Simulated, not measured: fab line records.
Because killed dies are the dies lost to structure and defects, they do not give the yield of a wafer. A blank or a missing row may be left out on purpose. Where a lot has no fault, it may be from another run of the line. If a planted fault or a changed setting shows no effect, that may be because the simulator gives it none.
Lot-split experiment :: flow n5-finfet :: on a route of 1938 steps: 7 lots, 39 wafers read

## THE SPLIT
At N5_HKMG_FIN_ETCH_58 (etches SOC in N2/H2, target depth 215.8 nm, time 741 s), the setting bias-w was moved away from the recipe's 13 W on 18 of the 39 wafers read, by -15.7% to +11.8%. This setting was run at the recipe's value on the other wafers.

The reading comes from the split's own step.

## THE READING
rf-vpp-V, in V, at N5_HKMG_FIN_ETCH_58 (etches SOC in N2/H2, target depth 215.8 nm, time 741 s). On this fab line, fault-free wafers typically give 99.1 V with a standard deviation of 0.93 V.

wafer: L074.1
tool, chamber at the split: rie-diel-05, 2
bias-w as run, W: 10.96
against the recipe: -15.7%
rf-vpp-V, V: 87.4
against lot-mates on the recipe: -12.1

wafer: L074.2
tool, chamber at the split: rie-diel-05, 1
bias-w as run, W: 10.96
against the recipe: -15.7%
rf-vpp-V, V: 89.6
against lot-mates on the recipe: -9.9

wafer: L074.3
tool, chamber at the split: rie-diel-05, 0
bias-w as run, W: 13
against the recipe: recipe
rf-vpp-V, V: 99.2
against lot-mates on the recipe: -

wafer: L074.4
tool, chamber at the split: rie-diel-05, 0
bias-w as run, W: 13
against the recipe: recipe
rf-vpp-V, V: 99.9
against lot-mates on the recipe: -

wafer: L074.5
tool, chamber at the split: rie-diel-05, 1
bias-w as run, W: 13
against the recipe: recipe
rf-vpp-V, V: 99.5
against lot-mates on the recipe: -

wafer: L074.6
tool, chamber at the split: rie-diel-05, 2
bias-w as run, W: 10.96
against the recipe: -15.7%
rf-vpp-V, V: 89.5
against lot-mates on the recipe: -10.0

wafer: L078.1
tool, chamber at the split: rie-diel-05, 2
bias-w as run, W: 13.98
against the recipe: +7.5%
rf-vpp-V, V: 104.3
against lot-mates on the recipe: +5.6

wafer: L078.2
tool, chamber at the split: rie-diel-05, 1
bias-w as run, W: 13.98
against the recipe: +7.5%
rf-vpp-V, V: 104.0
against lot-mates on the recipe: +5.3

wafer: L078.3
tool, chamber at the split: rie-diel-05, 0
bias-w as run, W: 13
against the recipe: recipe
rf-vpp-V, V: 98.6
against lot-mates on the recipe: -

wafer: L078.4
tool, chamber at the split: rie-diel-05, 0
bias-w as run, W: 13.98
against the recipe: +7.5%
rf-vpp-V, V: 104.4
against lot-mates on the recipe: +5.7

wafer: L078.5
tool, chamber at the split: rie-diel-05, 1
bias-w as run, W: 13
against the recipe: recipe
rf-vpp-V, V: 98.7
against lot-mates on the recipe: -

wafer: L078.6
tool, chamber at the split: rie-diel-05, 2
bias-w as run, W: 13
against the recipe: recipe
rf-vpp-V, V: 98.9
against lot-mates on the recipe: -

wafer: L081.1
tool, chamber at the split: rie-diel-04, 0
bias-w as run, W: 14.54
against the recipe: +11.8%
rf-vpp-V, V: 105.7
against lot-mates on the recipe: +7.2

wafer: L081.2
tool, chamber at the split: rie-diel-04, 2
bias-w as run, W: 13
against the recipe: recipe
rf-vpp-V, V: 98.6
against lot-mates on the recipe: -

wafer: L081.3
tool, chamber at the split: rie-diel-04, 1
bias-w as run, W: 14.54
against the recipe: +11.8%
rf-vpp-V, V: 105.5
against lot-mates on the recipe: +7.0

wafer: L081.4
tool, chamber at the split: rie-diel-04, 3
bias-w as run, W: 13
against the recipe: recipe
rf-vpp-V, V: 99.1
against lot-mates on the recipe: -

wafer: L081.5
tool, chamber at the split: rie-diel-04, 2
bias-w as run, W: 14.54
against the recipe: +11.8%
rf-vpp-V, V: 106.7
against lot-mates on the recipe: +8.2

wafer: L081.6
tool, chamber at the split: rie-diel-04, 3
bias-w as run, W: 13
against the recipe: recipe
rf-vpp-V, V: 97.9
against lot-mates on the recipe: -

wafer: L085.1
tool, chamber at the split: rie-diel-04, 1
bias-w as run, W: 13
against the recipe: recipe
rf-vpp-V, V: 98.5
against lot-mates on the recipe: -

wafer: L085.2
tool, chamber at the split: rie-diel-04, 3
bias-w as run, W: 11.34
against the recipe: -12.8%
rf-vpp-V, V: 91.6
against lot-mates on the recipe: -6.8

wafer: L085.3
tool, chamber at the split: rie-diel-04, 0
bias-w as run, W: 13
against the recipe: recipe
rf-vpp-V, V: 97.9
against lot-mates on the recipe: -

wafer: L085.4
tool, chamber at the split: rie-diel-04, 1
bias-w as run, W: 11.34
against the recipe: -12.8%
rf-vpp-V, V: 88.6
against lot-mates on the recipe: -9.8

wafer: L085.5
tool, chamber at the split: rie-diel-04, 0
bias-w as run, W: 13
against the recipe: recipe
rf-vpp-V, V: 98.9
against lot-mates on the recipe: -

wafer: L085.6
tool, chamber at the split: rie-diel-04, 3
bias-w as run, W: 11.34
against the recipe: -12.8%
rf-vpp-V, V: 91.5
against lot-mates on the recipe: -6.9

wafer: L089.1
tool, chamber at the split: rie-diel-05, 3
bias-w as run, W: 12.35
against the recipe: -5.0%
rf-vpp-V, V: 96.5
against lot-mates on the recipe: -2.8

wafer: L089.2
tool, chamber at the split: rie-diel-05, 0
bias-w as run, W: 13
against the recipe: recipe
rf-vpp-V, V: 99.9
against lot-mates on the recipe: -

wafer: L089.3
tool, chamber at the split: rie-diel-05, 2
bias-w as run, W: 13
against the recipe: recipe
rf-vpp-V, V: 100.0
against lot-mates on the recipe: -

wafer: L089.4
tool, chamber at the split: rie-diel-05, 1
bias-w as run, W: 12.35
against the recipe: -5.0%
rf-vpp-V, V: 94.8
against lot-mates on the recipe: -4.5

wafer: L089.5
tool, chamber at the split: rie-diel-05, 1
bias-w as run, W: 12.35
against the recipe: -5.0%
rf-vpp-V, V: 96.4
against lot-mates on the recipe: -2.9

wafer: L089.6
tool, chamber at the split: rie-diel-05, 2
bias-w as run, W: 13
against the recipe: recipe
rf-vpp-V, V: 98.1
against lot-mates on the recipe: -

wafer: L094.2
tool, chamber at the split: rie-diel-02, 1
bias-w as run, W: 13
against the recipe: recipe
rf-vpp-V, V: 98.2
against lot-mates on the recipe: -

wafer: L094.3
tool, chamber at the split: rie-diel-02, 0
bias-w as run, W: 13
against the recipe: recipe
rf-vpp-V, V: 97.8
against lot-mates on the recipe: -

wafer: L094.4
tool, chamber at the split: rie-diel-02, 2
bias-w as run, W: 13
against the recipe: recipe
rf-vpp-V, V: 99.8
against lot-mates on the recipe: -

wafer: L095.1
tool, chamber at the split: rie-diel-05, 2
bias-w as run, W: 11.76
against the recipe: -9.5%
rf-vpp-V, V: 92.5
against lot-mates on the recipe: -6.8

wafer: L095.2
tool, chamber at the split: rie-diel-05, 3
bias-w as run, W: 13
against the recipe: recipe
rf-vpp-V, V: 100.5
against lot-mates on the recipe: -

wafer: L095.3
tool, chamber at the split: rie-diel-05, 0
bias-w as run, W: 11.76
against the recipe: -9.5%
rf-vpp-V, V: 94.3
against lot-mates on the recipe: -5.0

wafer: L095.4
tool, chamber at the split: rie-diel-05, 1
bias-w as run, W: 11.76
against the recipe: -9.5%
rf-vpp-V, V: 92.9
against lot-mates on the recipe: -6.4

wafer: L095.5
tool, chamber at the split: rie-diel-05, 0
bias-w as run, W: 13
against the recipe: recipe
rf-vpp-V, V: 99.0
against lot-mates on the recipe: -

wafer: L095.6
tool, chamber at the split: rie-diel-05, 3
bias-w as run, W: 13
against the recipe: recipe
rf-vpp-V, V: 98.4
against lot-mates on the recipe: -

FIT RESULTS
A straight line over all 39 wafers: rf-vpp-V changes by +0.634 V for each +1% of bias-w; r = +0.98; the points scatter about the line by 0.86 V.
The same after taking each lot's own level away (the mean of its wafers on the recipe; 39 wafers): +0.655 V for each +1%; r = +0.99; scatter 0.81 V.
That fit puts the effect of the largest move of bias-w on the reading at 10 V.
The lots' own levels span 98.43 to 99.53 V, that is 1.2 times the standard deviation above.
So the lot-to-lot level changes the slope little: the two slopes agree.
Check: -10 V against its lot-mates is what the line predicts for one of the wafers moved furthest among these (-15.7%) when that wafer is left out of the fit. It came out at -12.1 V against them.
Tool readings at the split's step, against how far the setting was moved: rf-vpp-V r = +0.98.

## OTHER SPLITS APPLIED TO THESE WAFERS
Before the reading, these wafers also passed through other splits. Each is held against what the fit with the lots' levels taken away leaves over:
other split on the same wafers: N5_WELL_APT_EXPOSE_05 dose-mj
wafers away from the commonest value: 12
r with rf-vpp-V (lot level and that fit taken away): +0.01

other split on the same wafers: N5_DUMMY_GATE_HM_DEP_06 target-thk-a
wafers away from the commonest value: 30
r with rf-vpp-V (lot level and that fit taken away): -0.09

other split on the same wafers: N5_HKMG_FIN_EXPOSE_46 dose-mj
wafers away from the commonest value: 9
r with rf-vpp-V (lot level and that fit taken away): -0.23

## THE FILE'S OWN FIT
rf-vpp-V changes by +0.654 V for each +1% of bias-w, r = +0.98.
